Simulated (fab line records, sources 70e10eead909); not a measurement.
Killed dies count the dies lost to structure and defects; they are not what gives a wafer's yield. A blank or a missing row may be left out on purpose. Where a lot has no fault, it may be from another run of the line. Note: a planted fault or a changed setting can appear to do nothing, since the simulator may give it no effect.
Matching of chambers ; flow nandHarc ; 4 sister chambers for NHARC_P_CONTACT_STRIP_28 on rieDiel-03
The step strips in O2. 14 wafers are shown with their chamber, then 7 later ones without.

WAFERS PAIRED WITH THEIR CHAMBERS
wafer;chamber;showerheadPlenumPTorr (Torr);throttleValvePct (%);rfVppV (V)
L101.1;2;3.45;17.038;57.5
L101.5;2;3.45;17.037;55.8
L101.6;1;3.51;17.050;57.4
L102.2;2;3.45;17.034;57.6
L102.5;2;3.45;17.033;56.4
L102.6;1;3.51;17.033;57.0
L104.1;0;3.37;17.026;56.9
L104.2;2;3.44;17.025;58.4
L104.6;1;3.51;17.032;56.6
L107.1;2;3.45;17.034;57.7
L107.4;1;3.51;17.037;58.6
L107.6;3;3.79;17.035;56.6
L111.3;1;3.51;17.046;57.9
L111.5;0;3.37;17.027;58.2

SIGNATURES (means of the wafers above)
reading;chamber 0;chamber 1;chamber 2;chamber 3;scatter within a chamber
showerheadPlenumPTorr;3.3700;3.5100;3.4483;3.7900;0.00289
throttleValvePct;17.02650;17.03960;17.03350;17.03500;0.00603
rfVppV;57.550;57.500;57.233;56.600;0.884
Rule: distance of a wafer from a chamber = root of the sum over the readings of ((wafer's reading minus chamber's mean) / reading's scatter) squared. The wafer belongs to the nearest chamber; if the next one is less than 2 further off, it can't be placed. The scatter: take each reading less its chamber's mean, square it, sum over the shown wafers, divide by the number of wafers less the number of chambers, and take the root.

WAFERS WHOSE CHAMBER IS MISSING
wafer;showerheadPlenumPTorr (Torr);throttleValvePct (%);rfVppV (V)
L111.6;3.51;17.028;58.4
L112.1;3.79;17.047;59.7
L112.5;3.37;17.046;56.7
L112.6;3.50;17.040;57.8
L117.1;3.50;17.051;58.9
L117.3;3.79;17.023;57.6
L117.4;3.37;17.039;57.6

CHAMBER TAKEN BY EACH
wafer;from the rows above;in truth
L111.6;1;1
L112.1;3;3
L112.5;0;0
L112.6;1;1
L117.1;1;1
L117.3;3;3
L117.4;0;0
Correct placement for 7 of the 7. Can't be placed from these rows: 0. 0 placed wrongly.
